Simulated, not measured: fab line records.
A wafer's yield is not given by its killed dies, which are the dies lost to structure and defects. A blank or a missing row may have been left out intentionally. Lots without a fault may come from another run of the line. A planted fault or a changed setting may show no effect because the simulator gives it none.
Which tool did it? ; flow n5 finfet ; Sampling: 24 lots, 72 wafers, 5 of 1938 route steps

WHAT THE GAUGES SHOWED, per wafer
N5_WELL_APT_OVL_MEAS_09.
lot;measured;on;NWELL_OVL (nm)
L074;day 1 13:41;overlay-02;-8 -5 -6
L075;day 1 19:53;overlay-02;0 -4 -10
L076;day 2 01:43;overlay-02;0 3 -3
L077;day 2 07:46;overlay-02;15 4 11
L078;day 2 13:37;overlay-02;-2 -1 -9
L079;day 2 20:10;overlay-01;0 -3 -8
L080;day 3 01:42;overlay-01;0 -2 -2
L081;day 3 07:40;overlay-02;4 2 1
L082;day 3 14:29;overlay-01;2 -3 0
L083;day 3 19:35;overlay-01;-4 -6 -11
L084;day 4 01:35;overlay-02;3 8 7
L085;day 4 07:38;overlay-02;-6 -1 4
L086;day 4 13:38;overlay-01;1 3 -4
L087;day 4 20:06;overlay-01;8 1 -1
L088;day 5 01:45;overlay-01;-8 0 -2
L089;day 5 07:35;overlay-01;-6 0 3
L090;day 5 13:35;overlay-02;2 1 -2
L091;day 5 19:35;overlay-02;0 2 0
L092;day 6 01:45;overlay-01;12 7 10
L093;day 6 07:37;overlay-01;5 7 11
L094;day 6 16:32;overlay-02;11 -2 1
L095;day 6 19:37;overlay-02;3 2 -4
L096;day 7 01:35;overlay-02;8 7 3
L097;day 7 07:43;overlay-02;-3 -1 -2

N5_PMOS_HMC_CHANNEL_EPI_CD_MEAS_09: target cd 237.4 nm.
lot;measured;on;cd nm (nm)
L074;day 1 16:56;cd sem-02;237.4 237.3 237.2
L075;day 1 23:49;cd sem-01;237.5 237.6 237.6
L076;day 2 05:07;cd sem-02;238.3 238.7 237.8
L077;day 2 11:14;cd sem-02;237.7 238.0 237.5
L078;day 2 17:05;cd sem-02;237.4 237.4 236.5
L079;day 3 00:12;cd sem-03;238.0 237.3 237.1
L080;day 3 05:22;cd sem-02;237.1 237.6 238.4
L081;day 3 11:25;cd sem-02;238.5 237.2 237.7
L082;day 3 17:58;cd sem-03;238.8 238.7 238.6
L083;day 4 01:32;cd sem-01;237.0 236.9 237.2
L084;day 4 05:07;cd sem-01;237.7 237.5 237.5
L085;day 4 11:10;cd sem-03;236.8 237.5 237.9
L086;day 4 17:29;cd sem-02;235.8 236.9 237.4
L087;day 4 23:58;cd sem-01;236.5 236.4 236.0
L088;day 5 05:49;cd sem-02;237.9 235.6 236.1
L089;day 5 11:19;cd sem-03;236.9 237.6 237.4
L090;day 5 17:02;cd sem-03;238.7 237.6 238.4
L091;day 5 23:11;cd sem-02;238.3 238.4 237.6
L092;day 6 05:04;cd sem-03;236.0 237.6 237.5
L093;day 6 12:05;cd sem-02;237.6 238.5 237.9
L094;day 6 19:52;cd sem-03;238.3 239.8 237.5
L095;day 6 22:46;cd sem-01;237.7 237.7 236.4
L096;day 7 05:05;cd sem-03;236.6 237.6 237.3
L097;day 7 11:14;cd sem-03;237.4 236.9 236.7

N5_FIN_SAQP_CD_MEAS_16: target cd 35.6 nm.
lot;measured;on;cd nm (nm)
L074;day 1 21:47;cd sem-02;35.9 35.7 35.7
L075;day 2 04:22;cd sem-03;35.6 35.7 35.6
L076;day 2 09:41;cd sem-03;35.9 35.4 35.1
L077;day 2 16:05;cd sem-01;35.6 35.6 35.5
L078;day 2 21:43;cd sem-03;35.5 35.0 35.6
L079;day 3 06:05;cd sem-02;35.2 34.9 34.8
L080;day 3 10:01;cd sem-03;35.8 35.4 35.8
L081;day 3 17:37;cd sem-01;35.5 35.5 35.1
L082;day 3 22:22;cd sem-02;35.9 35.2 35.4
L083;day 4 06:05;cd sem-01;35.9 36.0 36.1
L084;day 4 09:46;cd sem-01;35.4 35.0 35.3
L085;day 4 15:23;cd sem-02;35.9 35.8 35.4
L086;day 5 00:13;cd sem-01;35.1 35.0 35.4
L087;day 5 05:31;cd sem-01;35.4 36.0 35.4
L088;day 5 09:58;cd sem-01;35.5 35.7 35.4
L089;day 5 15:49;cd sem-01;35.5 35.9 35.8
L090;day 5 21:13;cd sem-02;35.4 35.9 35.9
L091;day 6 03:26;cd sem-02;36.1 36.0 35.4
L092;day 6 09:44;cd sem-01;35.8 36.0 35.6
L093;day 6 16:19;cd sem-02;35.5 35.8 35.9
L094;day 6 23:54;cd sem-03;35.4 35.9 35.5
L095;day 7 03:47;cd sem-02;36.0 35.9 35.3
L096;day 7 09:42;cd sem-03;35.6 35.1 35.5
L097;day 7 16:01;cd sem-01;35.4 35.8 35.2

TOOL THAT RAN EACH LOT (tool first, then ch and the chambers of the sampled wafers, then the start)
lot;N5_ZERO_LAYER_ETCH_17;N5_PMOS_HMC_CHANNEL_EPI_EPI_26
L074;rie diel-04 ch 1,2, day 1 12:49;epi rpcvd-04 ch 0, day 1 20:00
L075;rie diel-03 ch 2,3, day 1 18:59;epi rpcvd-03 ch 0, day 2 02:47
L076;rie diel-03 ch 1,3, day 2 00:50;epi rpcvd-03 ch 0, day 2 08:04
L077;rie diel-03 ch 0,1,3, day 2 06:54;epi rpcvd-04 ch 0, day 2 14:29
L078;rie diel-03 ch 0,1,2, day 2 12:43;epi rpcvd-01 ch 0, day 2 20:03
L079;rie diel-03 ch 0,1, day 2 18:58;epi rpcvd-04 ch 0, day 3 04:08
L080;rie diel-03 ch 0,1,3, day 3 00:48;epi rpcvd-01 ch 0, day 3 08:16
L081;rie diel-03 ch 1,2, day 3 06:44;epi rpcvd-03 ch 0, day 3 14:55
L082;rie diel-04 ch 0,1,2, day 3 13:35;epi rpcvd-04 ch 0, day 3 20:28
L083;rie diel-04 ch 0,1, day 3 18:43;epi rpcvd-01 ch 0, day 4 04:08
L084;rie diel-04 ch 2,3, day 4 00:43;epi rpcvd-04 ch 0, day 4 07:58
L085;rie diel-06 ch 0,1,2, day 4 06:45;epi rpcvd-03 ch 0, day 4 13:37
L086;rie diel-03 ch 0,2, day 4 12:46;epi rpcvd-01 ch 0, day 4 20:25
L087;rie diel-06 ch 0,2, day 4 19:14;epi rpcvd-03 ch 0, day 5 03:34
L088;rie diel-04 ch 1,2,3, day 5 00:53;epi rpcvd-01 ch 0, day 5 08:19
L089;rie diel-06 ch 1,2,3, day 5 06:43;epi rpcvd-03 ch 0, day 5 14:04
L090;rie diel-04 ch 0,1,2, day 5 12:43;epi rpcvd-01 ch 0, day 5 19:31
L091;rie diel-06 ch 0,2, day 5 18:43;epi rpcvd-03 ch 0, day 6 01:38
L092;rie diel-06 ch 0,3, day 6 00:50;epi rpcvd-03 ch 0, day 6 08:03
L093;rie diel-04 ch 1,2,3, day 6 06:43;epi rpcvd-03 ch 0, day 6 14:44
L094;rie diel-04 ch 0,3, day 6 15:39;epi rpcvd-03 ch 0, day 6 22:19
L095;rie diel-03 ch 1,2, day 6 18:44;epi rpcvd-01 ch 0, day 7 01:41
L096;rie diel-04 ch 1,2,3, day 7 00:43;epi rpcvd-03 ch 0, day 7 08:08
L097;rie diel-03 ch 0,1,3, day 7 06:49;epi rpcvd-01 ch 0, day 7 14:06
- N5_ZERO_LAYER_ETCH_17: etches SiO2 in CF4, target depth 12 nm, time 13.3 s.
- N5_PMOS_HMC_CHANNEL_EPI_EPI_26: deposits Si from SiH4/H2, target thk 3.8 nm, time 22.7 s.

AS READ BY THE TOOLS THEMSELVES (means over the sampled wafers that have a number; for cases with no such wafer, the mark the record gives instead)
N5_ZERO_LAYER_ETCH_17.
lot;tool;drypump motor current A (A);oes product au (a.u.);rf fwd power W (W);rf vpp V (V);showerhead plenum p Torr (Torr);throttle valve pct (%)
L074;rie diel-04;5.6;0.78;447.3;950;2.18;15.60
L075;rie diel-03;6.3;0.73;446.5;949;2.16;15.69
L076;rie diel-03;6.2;0.79;446.3;954;2.24;15.83
L077;rie diel-03;6.0;0.86;447.3;952;2.20;15.50
L078;rie diel-03;6.0;0.83;447.2;949;2.15;15.57
L079;rie diel-03;5.9;0.85;447.8;951;2.19;15.64
L080;rie diel-03;6.0;0.86;446.9;952;2.19;15.51
L081;rie diel-03;6.2;0.72;447.1;949;2.15;15.85
L082;rie diel-04;5.8;0.75;445.8;948;2.14;15.76
L083;rie diel-04;6.0;0.70;445.5;948;2.15;15.96
L084;rie diel-04;5.6;0.85;445.9;947;2.11;15.52
L085;rie diel-06;5.6;0.77;445.2;950;2.17;15.84
L086;rie diel-03;6.1;0.77;446.4;946;2.11;15.54
L087;rie diel-06;5.5;0.76;444.8;952;2.20;15.71
L088;rie diel-04;5.6;0.79;446.1;949;2.15;15.59
L089;rie diel-06;5.6;0.74;446.6;951;2.16;15.84
L090;rie diel-04;5.8;0.74;445.8;949;2.14;15.79
L091;rie diel-06;5.4;0.81;448.1;951;2.18;15.76
L092;rie diel-06;5.8;0.69;446.6;952;2.20;15.68
L093;rie diel-04;5.5;0.78;447.4;950;2.15;15.63
L094;rie diel-04;6.0;0.72;447.0;947;2.13;15.95
L095;rie diel-03;6.2;0.83;446.8;951;2.19;15.80
L096;rie diel-04;5.6;0.78;445.6;949;2.15;15.63
L097;rie diel-03;6.0;0.81;446.6;951;2.18;15.57

N5_PMOS_HMC_CHANNEL_EPI_EPI_26.
lot;tool;lamp inner pct (%);throttle valve pct (%)
L074;epi rpcvd-04;14.3;10.8
L075;epi rpcvd-03;16.8;11.4
L076;epi rpcvd-03;16.8;11.3
L077;epi rpcvd-04;14.3;10.7
L078;epi rpcvd-01;14.5;11.0
L079;epi rpcvd-04;14.3;10.7
L080;epi rpcvd-01;14.6;11.0
L081;epi rpcvd-03;16.9;11.2
L082;epi rpcvd-04;14.3;10.7
L083;epi rpcvd-01;14.5;11.1
L084;epi rpcvd-04;14.3;10.6
L085;epi rpcvd-03;16.8;11.6
L086;epi rpcvd-01;14.5;11.1
L087;epi rpcvd-03;16.9;11.5
L088;epi rpcvd-01;14.6;11.1
L089;epi rpcvd-03;16.7;11.4
L090;epi rpcvd-01;14.5;11.1
L091;epi rpcvd-03;16.8;11.4
L092;epi rpcvd-03;16.9;11.5
L093;epi rpcvd-03;16.8;11.5
L094;epi rpcvd-03;16.8;11.3
L095;epi rpcvd-01;14.5;11.0
L096;epi rpcvd-03;16.7;11.5
L097;epi rpcvd-01;14.6;11.0

THE ANSWER, worked out from the rows above alone
Rule: the lots themselves supply what counts as usual. The widest of any qualifying gaps counts: lots, ordered by their means at a reading, are off when they make up no more than a third of the lots, leave a main group of 4 or more, and stand apart from it by 3 or more times the standard deviation of that group's means. A main group whose means are all the same, to the digits that the tables above print for the reading, isn't used. A lot without any number at a reading at which 4 lots or more have one is off too. Any other lot the step has rows for is counted as sound. Order of review: gauges by route order, followed by the tools' own readings, for which a lot's mean as printed above is used. The first step at which some lot is off is used, and at that step the reading that is off furthest; a lot without a number counts as furthest.
No lot is off at any reading shown: from this, nothing can be told.

WHAT WAS PUT IN BY THE SIMULATOR
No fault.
